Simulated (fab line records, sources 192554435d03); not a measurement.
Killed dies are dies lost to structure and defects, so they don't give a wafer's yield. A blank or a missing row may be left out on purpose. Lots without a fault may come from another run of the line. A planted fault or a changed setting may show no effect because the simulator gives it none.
Chamber matching | flow n5_finfet | N5_FIN_SAQP_SPACER1_ETCHBACK_25 on rie_diel-04: 4 sister chambers
The step etches SiO2 in CHF3/O2, target depth 24.4 nm, time 12.2 s. 18 wafers are shown with their chamber, then 9 later ones without.

WAFERS WITH THEIR CHAMBER
wafer  | chamber | drypump_motor_current_A (A) | showerhead_plenum_p_Torr (Torr) | rf_vpp_V (V)
L075.1 | 1       | 5.9                         | 2.51                            | 546
L075.2 | 2       | 5.8                         | 2.46                            | 536
L075.5 | 0       | 4.8                         | 2.46                            | 548
L076.2 | 3       | 5.7                         | 2.33                            | 525
L076.5 | 1       | 5.9                         | 2.51                            | 546
L076.6 | 0       | 4.7                         | 2.46                            | 546
L077.1 | 1       | 5.9                         | 2.51                            | 545
L077.5 | 1       | 5.9                         | 2.50                            | 545
L077.6 | 2       | 5.8                         | 2.46                            | 538
L078.1 | 2       | 5.8                         | 2.46                            | 536
L078.3 | 3       | 5.8                         | 2.33                            | 524
L078.6 | 3       | 5.7                         | 2.33                            | 523
L085.3 | 3       | 5.8                         | 2.33                            | 524
L085.4 | 2       | 5.8                         | 2.45                            | 535
L085.5 | 2       | 5.8                         | 2.45                            | 539
L089.1 | 3       | 5.8                         | 2.32                            | 524
L089.2 | 2       | 5.8                         | 2.45                            | 535
L089.3 | 0       | 4.8                         | 2.45                            | 548

SIGNATURES (means of the wafers above)
reading                  | chamber 0 | chamber 1 | chamber 2 | chamber 3 | scatter within a chamber
drypump_motor_current_A  | 4.767     | 5.900     | 5.800     | 5.760     | 0.0365
showerhead_plenum_p_Torr | 2.4567    | 2.5075    | 2.4550    | 2.3280    | 0.00515
rf_vpp_V                 | 547.33    | 545.50    | 536.50    | 524.00    | 1.17
Rule: a wafer's distance from a chamber is the root of the sum, over the readings, of the square of ((its reading less the chamber's mean) divided by the reading's scatter). The wafer belongs to the nearest chamber; if the next one is less than 2 further off, it can't be placed. The scatter: the root of (the sum of the squares of (reading less its chamber's mean) over the shown wafers, divided by (wafers less chambers)).

WAFERS WITHOUT THEIR CHAMBER
wafer  | drypump_motor_current_A (A) | showerhead_plenum_p_Torr (Torr) | rf_vpp_V (V)
L090.3 | 5.8                         | 2.45                            | 537
L090.4 | 4.8                         | 2.45                            | 549
L090.6 | 5.8                         | 2.32                            | 522
L095.2 | 5.9                         | 2.49                            | 544
L095.3 | 5.8                         | 2.45                            | 537
L095.4 | 5.8                         | 2.32                            | 524
L097.1 | 4.8                         | 2.44                            | 549
L097.2 | 5.8                         | 2.32                            | 524
L097.3 | 5.9                         | 2.49                            | 544

WHICH CHAMBER EACH WENT THROUGH
wafer  | from the rows above | in truth
L090.3 | 2                   | 2
L090.4 | 0                   | 0
L090.6 | 3                   | 3
L095.2 | 1                   | 1
L095.3 | 2                   | 2
L095.4 | 3                   | 3
L097.1 | 0                   | 0
L097.2 | 3                   | 3
L097.3 | 1                   | 1
Placed correctly: 9 of 9. Can't be placed from these rows: 0. Placed wrongly: 0.
